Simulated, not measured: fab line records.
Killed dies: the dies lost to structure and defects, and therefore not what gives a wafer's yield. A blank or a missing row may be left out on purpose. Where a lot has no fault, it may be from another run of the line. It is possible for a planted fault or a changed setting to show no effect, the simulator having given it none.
Split-lot study + flow n5 finfet + route with 1938 steps; 7 lots, 21 wafers read

## ABOUT THE SPLIT
At N5_BEOL_M0_SAQP_ETCH_107 (etches SiNx in CH3F/O2, target depth 30 nm), the setting bias w was moved away from the recipe's 73 W on 4 of the 21 wafers read, by -5.7% to +15.3%. All remaining wafers had this setting at the recipe value.

The reading is taken at the split's own step.

## THE READING
rf vpp V, in V, at N5_BEOL_M0_SAQP_ETCH_107 (etches SiNx in CH3F/O2, target depth 30 nm). A value of 299 V with a standard deviation of 3.2 V is what fault-free wafers of this fab line usually give.

| wafer  | tool, chamber at the split | bias w as run, W | against the recipe | rf vpp V, V | against lot-mates on the recipe |
|--------|----------------------------|------------------|--------------------|-------------|---------------------------------|
| L079.1 | rie diel-03, 1             | 84.16            | +15.3%             | 333         | +36                             |
| L079.2 | rie diel-03, 2             | 73               | recipe             | 296         | -                               |
| L079.5 | rie diel-03, 1             | 73               | recipe             | 298         | -                               |
| L081.2 | rie diel-02, 0             | 73               | recipe             | 299         | -                               |
| L081.3 | rie diel-02, 2             | 73               | recipe             | 297         | -                               |
| L081.6 | rie diel-02, 1             | 73               | recipe             | 300         | -                               |
| L083.4 | rie diel-03, 0             | 73               | recipe             | 302         | -                               |
| L083.5 | rie diel-03, 0             | 68.83            | -5.7%              | 288         | -14                             |
| L083.6 | rie diel-03, 1             | 68.83            | -5.7%              | 284         | -18                             |
| L089.1 | rie diel-02, 3             | 73               | recipe             | 300         | -                               |
| L089.4 | rie diel-02, 1             | 73               | recipe             | 303         | -                               |
| L089.6 | rie diel-02, 3             | 73               | recipe             | 300         | -                               |
| L091.1 | rie diel-03, 3             | 73               | recipe             | 304         | -                               |
| L091.3 | rie diel-03, 0             | 73               | recipe             | 302         | -                               |
| L091.4 | rie diel-03, 2             | 79.27            | +8.6%              | 317         | +14                             |
| L094.1 | rie diel-03, 3             | 73               | recipe             | 302         | -                               |
| L094.4 | rie diel-03, 2             | 73               | recipe             | 297         | -                               |
| L094.6 | rie diel-03, 1             | 73               | recipe             | 298         | -                               |
| L095.1 | rie diel-03, 0             | 73               | recipe             | 302         | -                               |
| L095.3 | rie diel-03, 1             | 73               | recipe             | 296         | -                               |
| L095.6 | rie diel-03, 3             | 73               | recipe             | 301         | -                               |

FIT RESULTS
A straight line over all 21 wafers: rf vpp V changes by +2.19 V for each +1% of bias w; r = +0.97; the points scatter about the line by 2.4 V.
The same after taking each lot's own level away (the mean of its wafers on the recipe; 21 wafers): +2.31 V for each +1%; r = +0.97; scatter 2.3 V.
According to that fit, moving bias w by its largest amount changes the reading by 35 V.
From 297.0 to 303.0 V: that is the span of the lots' own levels, equal to 1.9 times the standard deviation above.
Hence the lot-to-lot level has little effect on the slope; both slopes agree.
Check: with one of the wafers moved furthest among these (+15.3%) left out of the fit, the line predicts +32.5 V for it against its lot-mates. It came out at +36 V against them.
Tool readings at the split's step, against how far the setting was moved: rf vpp V r = +0.97.

## THESE WAFERS: OTHER SPLITS
Other splits were also applied to these wafers ahead of the reading. Each is held against what the fit with the lots' levels taken away leaves over:
| other split on the same wafers            | wafers away from the commonest value | r with rf vpp V (lot level and that fit taken away) |
|-------------------------------------------|--------------------------------------|-----------------------------------------------------|
| N5_MOL_CONTACT_COAG_EXPOSE_05 dose mj     | 6                                    | -0.07                                               |
| N5_MOL_CONTACT_COAG_ALD_133 ald cycles    | 5                                    | +0.49                                               |
| N5_BEOL_M0_SAQP_SPACER1_ALD_98 ald cycles | 4                                    | -0.10                                               |

## FILE'S OWN FIT
rf vpp V changes by +2.23 V for each +1% of bias w, r = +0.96.
